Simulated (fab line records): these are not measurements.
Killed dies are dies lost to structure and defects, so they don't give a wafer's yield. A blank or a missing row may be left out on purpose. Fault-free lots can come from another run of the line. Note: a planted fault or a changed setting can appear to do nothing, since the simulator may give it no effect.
Problem report in the 8D (eight disciplines) form, filled by code + flow nand-harc + the parts of the form that need people (team, actions taken, sign-off) are left out

## 1. THE PROBLEM
exposure-dose-mJ-cm2 at NHARC_P_GATE_EXPOSE_08 reads a mean of 16.384 on 9 wafers of 3 lots; wafers without a fault read 16.746 with a standard deviation of 0.015. That puts it -24 standard deviations away from the usual mean.
The step: exposes mask P HV.
Seen first at day 11 08:46 on krf-scanner-04, wafer L236.2. Wafers with a number at this step in the record: 36, from 12 lots. Rule for "out" (also "out of limits"): further than 4 standard deviations from the usual mean. All remaining wafers that have a number are taken as sound.

## 2. WHAT IT IS AND WHAT IT IS NOT
| question                    | is                     | is not                                                              |
|-----------------------------|------------------------|---------------------------------------------------------------------|
| which readings at this step | exposure-dose-mJ-cm2   | -                                                                   |
| which lots                  | L236, L237, L241       | L220, L222, L224, L225, L227, L228, L229, L232, L242                |
| which wafers of those lots  | all that have a number | -                                                                   |
| read on which tools         | krf-scanner-04         | krf-scanner-02, krf-scanner-03                                      |
| when                        | from day 11 08:46      | up to then (24 sound wafers); but 3 sound wafers of L242 came after |

## 3. SUSPECTS, AND WHAT RULES EACH OUT
Counting: any tool at a process step up to the reading is kept as a suspect provided that every lot that is out went through it and no sound lot did after the first of them.
- krf-scanner-04 at NHARC_P_GATE_EXPOSE_08 (exposes mask P HV): kept. Every lot that is out went through it, starting with L236 (day 11 08:46), and after that it ran no sound lot; the last sound lot it ran before then is L232 (day 9 17:10). On those wafers its own readings are out: exposure-dose-mJ-cm2.
After counting, what remains is krf-scanner-04 at NHARC_P_GATE_EXPOSE_08.

## 4. THE CAUSE (what the simulator had put in)
Process parameter drift: krf-scanner-04, from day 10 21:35 on, at NHARC_P_GATE_EXPOSE_08. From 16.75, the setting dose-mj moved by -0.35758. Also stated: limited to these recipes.
After counting, this tool was the only one left.

## 5. SEQUENCE OF EFFECTS, ordered by route
Rows list readings where the struck wafers' mean (over those with a number) sits beyond 3 standard deviations from the usual. Readings are gone through only where the record gives a usual standard deviation; hours: the median, over the lots, of the time from a lot's start at the first step in this table giving one to that lot's start at this step; sigmas: the change measured in usual standard deviations.
| hours | step                   | reading              | usual  | on struck wafers | change | sigmas |
|-------|------------------------|----------------------|--------|------------------|--------|--------|
| 0     | NHARC_P_GATE_EXPOSE_08 | exposure-dose-mJ-cm2 | 16.746 | 16.384           | -0.362 | -24    |
Its process steps:
- NHARC_P_GATE_EXPOSE_08: exposes mask P HV.
At these later measuring or inspecting steps, every struck wafer for which the step has a row has a number for every such reading, and none has moved that far: NHARC_END_SORT_01.

## 6. HOW IT WOULD HAVE BEEN CAUGHT EARLIER
First out-of-limits reading in this record: day 11 08:46, which is 11 hours after fault onset at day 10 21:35.
